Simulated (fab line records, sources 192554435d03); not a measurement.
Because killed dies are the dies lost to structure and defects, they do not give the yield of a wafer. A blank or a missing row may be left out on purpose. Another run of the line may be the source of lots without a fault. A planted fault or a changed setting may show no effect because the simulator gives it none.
Split-lot study + flow n5-finfet + on a route of 1938 steps: 7 lots, 21 wafers read

SPLIT DETAILS
At N5_GATE_CUT_ALD_22 (deposits SiNx, target thk 16 nm, pulse time 1 s, ald cycles 320), the setting ald-cycles was moved away from the recipe's 320 on 8 of the 21 wafers read, by -15.9% to +16.3%. The other wafers ran this setting at the recipe's value.

Reading taken at the split's own step.

THE READING
SiNx_of_GATE_CUT_ALD_22.thk-nm (the simulator's own value, which no gauge read), in nm, at N5_GATE_CUT_ALD_22 (deposits SiNx, target thk 16 nm, pulse time 1 s, ald cycles 320). There is no usual value for it anywhere in the file. Here, 13 wafers ran the recipe; their average is 16.0 nm with a standard deviation of 0.053 nm.

| wafer  | tool, chamber at the split | ald-cycles as run | against the recipe | SiNx_of_GATE_CUT_ALD_22.thk-nm, nm | against lot-mates on the recipe |
|--------|----------------------------|-------------------|--------------------|------------------------------------|---------------------------------|
| L076.1 | ald-sin-02, 0              | 269               | -15.9%             | 13.4                               | -2.6                            |
| L076.3 | ald-sin-02, 2              | 269               | -15.9%             | 13.6                               | -2.4                            |
| L076.4 | ald-sin-02, 1              | 320               | recipe             | 16                                 | -                               |
| L078.2 | ald-sin-04, 1,3,0          | 320               | recipe             | 16                                 | -                               |
| L078.3 | ald-sin-04, 1,3,0          | 320               | recipe             | 16                                 | -                               |
| L078.5 | ald-sin-04, 1,3,0          | 320               | recipe             | 16                                 | -                               |
| L080.4 | ald-sin-02, 1,0,3          | 320               | recipe             | 16                                 | -                               |
| L080.5 | ald-sin-02, 1,0,3          | 320               | recipe             | 16                                 | -                               |
| L080.6 | ald-sin-02, 1,0,3          | 320               | recipe             | 16                                 | -                               |
| L090.3 | ald-sin-04, 2,0,3          | 320               | recipe             | 16                                 | -                               |
| L090.4 | ald-sin-04, 2,0,3          | 320               | recipe             | 16                                 | -                               |
| L090.5 | ald-sin-04, 2,0,3          | 320               | recipe             | 16                                 | -                               |
| L091.1 | ald-sin-03, 0,1            | 341               | +6.6%              | 17                                 | +0.8                            |
| L091.4 | ald-sin-03, 0,1            | 341               | +6.6%              | 17                                 | +0.8                            |
| L091.3 | ald-sin-03, 2              | 320               | recipe             | 16.2                               | -                               |
| L093.4 | ald-sin-04, 0              | 372               | +16.3%             | 18.6                               | +2.6                            |
| L093.5 | ald-sin-04, 0              | 372               | +16.3%             | 18.6                               | +2.6                            |
| L093.6 | ald-sin-04, 3              | 320               | recipe             | 16                                 | -                               |
| L095.1 | ald-sin-02, 0,2            | 354               | +10.6%             | 17.8                               | +1.8                            |
| L095.4 | ald-sin-02, 0,2            | 354               | +10.6%             | 17.8                               | +1.8                            |
| L095.5 | ald-sin-02, 1              | 320               | recipe             | 16                                 | -                               |
Rows listing several chambers each stand for several wafers; the file does not say which wafer went through which chamber.

FIT RESULTS
A straight line over all 21 wafers: SiNx_of_GATE_CUT_ALD_22.thk-nm changes by +0.159 nm for each +1% of ald-cycles; r = +1.00; the points scatter about the line by 0.066 nm.
The same after taking each lot's own level away (the mean of its wafers on the recipe; 21 wafers): +0.158 nm for each +1%; r = +1.00; scatter 0.093 nm.
That fit puts the effect of the largest move of ald-cycles on the reading at 2.6 nm.
Measured against the standard deviation above, the lots' own levels, which go from 16.00 to 16.20 nm, span 3.8 times it.
Hence the lot-to-lot level has little effect on the slope; both slopes agree.
Check: with one of the wafers moved furthest among these (+16.3%) left out of the fit, the line predicts +2.55 nm for it against its lot-mates. Against them it came out at +2.6 nm.

FURTHER SPLITS ON THESE WAFERS
Before the reading, these wafers also passed through other splits. Each is held against what the fit with the lots' levels taken away leaves over:
| other split on the same wafers | wafers away from the commonest value | r with SiNx_of_GATE_CUT_ALD_22.thk-nm (lot level and that fit taken away) |
|--------------------------------|--------------------------------------|---------------------------------------------------------------------------|
| N5_HKMG_FIN_COAT_06 spin-rpm   | 9                                    | +0.23                                                                     |
| N5_GATE_CUT_CUT_ETCH_54 icp-w  | 5                                    | -0.14                                                                     |

THE FILE'S OWN FIT
SiNx_of_GATE_CUT_ALD_22.thk-nm changes by +0.158 nm for each +1% of ald-cycles, r = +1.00.
